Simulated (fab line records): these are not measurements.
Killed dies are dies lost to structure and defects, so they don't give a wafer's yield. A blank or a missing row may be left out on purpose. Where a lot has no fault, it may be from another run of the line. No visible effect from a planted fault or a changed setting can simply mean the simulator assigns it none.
Matching of chambers / flow n5_finfet / N5_ILD0_LINER_00 on ald_sin-03 has 4 sister chambers
The step material SiNx, target thk 4 nm, pulse time 1 s, purge time 2 s. 8 wafers are shown with their chamber, then 8 later ones without.

WAFERS, EACH WITH ITS CHAMBER
wafer=L078.2; chamber=1; heater_power_w (W)=796; precursor_pulse_height_rel=1.036
wafer=L079.1; chamber=1; heater_power_w (W)=787; precursor_pulse_height_rel=1.008
wafer=L081.2; chamber=2; heater_power_w (W)=772; precursor_pulse_height_rel=0.973
wafer=L081.6; chamber=3; heater_power_w (W)=947; precursor_pulse_height_rel=0.999
wafer=L087.1; chamber=2; heater_power_w (W)=797; precursor_pulse_height_rel=1.010
wafer=L087.4; chamber=3; heater_power_w (W)=946; precursor_pulse_height_rel=1.022
wafer=L087.5; chamber=0; heater_power_w (W)=772; precursor_pulse_height_rel=0.989
wafer=L091.2; chamber=0; heater_power_w (W)=802; precursor_pulse_height_rel=1.005

WAFERS MISSING THEIR CHAMBER
wafer=L091.3; heater_power_w (W)=781; precursor_pulse_height_rel=1.015
wafer=L091.5; heater_power_w (W)=908; precursor_pulse_height_rel=1.001
wafer=L093.1; heater_power_w (W)=796; precursor_pulse_height_rel=1.001
wafer=L093.5; heater_power_w (W)=801; precursor_pulse_height_rel=1.006
wafer=L093.6; heater_power_w (W)=797; precursor_pulse_height_rel=0.990
wafer=L095.1; heater_power_w (W)=796; precursor_pulse_height_rel=1.028
wafer=L095.3; heater_power_w (W)=792; precursor_pulse_height_rel=1.027
wafer=L095.5; heater_power_w (W)=959; precursor_pulse_height_rel=0.973

EACH ONE'S CHAMBER
wafer=L091.3; from the rows above=can't be placed: 1 or 0 or 2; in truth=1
wafer=L091.5; from the rows above=3; in truth=3
wafer=L093.1; from the rows above=can't be placed: 0 or 2 or 1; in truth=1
wafer=L093.5; from the rows above=can't be placed: 1 or 0 or 2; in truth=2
wafer=L093.6; from the rows above=can't be placed: 0 or 2 or 1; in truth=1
wafer=L095.1; from the rows above=can't be placed: 1 or 0 or 2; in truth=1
wafer=L095.3; from the rows above=can't be placed: 1 or 0 or 2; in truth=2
wafer=L095.5; from the rows above=3; in truth=3
Placed correctly: 2 of 8. Can't be placed from these rows: 6 (the true chamber is among the candidates in 6). Number placed wrongly: 0.
How it was worked out, from the rows above alone: a wafer's distance from a chamber is the root of the sum, over the readings, of the square of ((its reading less the chamber's mean) divided by the reading's scatter). If the next closest chamber is less than 2 further off than the closest, the wafer can't be placed; otherwise it belongs to the closest. For every chamber, the mean is computed from those of its wafers that are shown. The scatter: take each reading less its chamber's mean, square it, sum over the shown wafers, divide by the number of wafers less the number of chambers, and take the root.
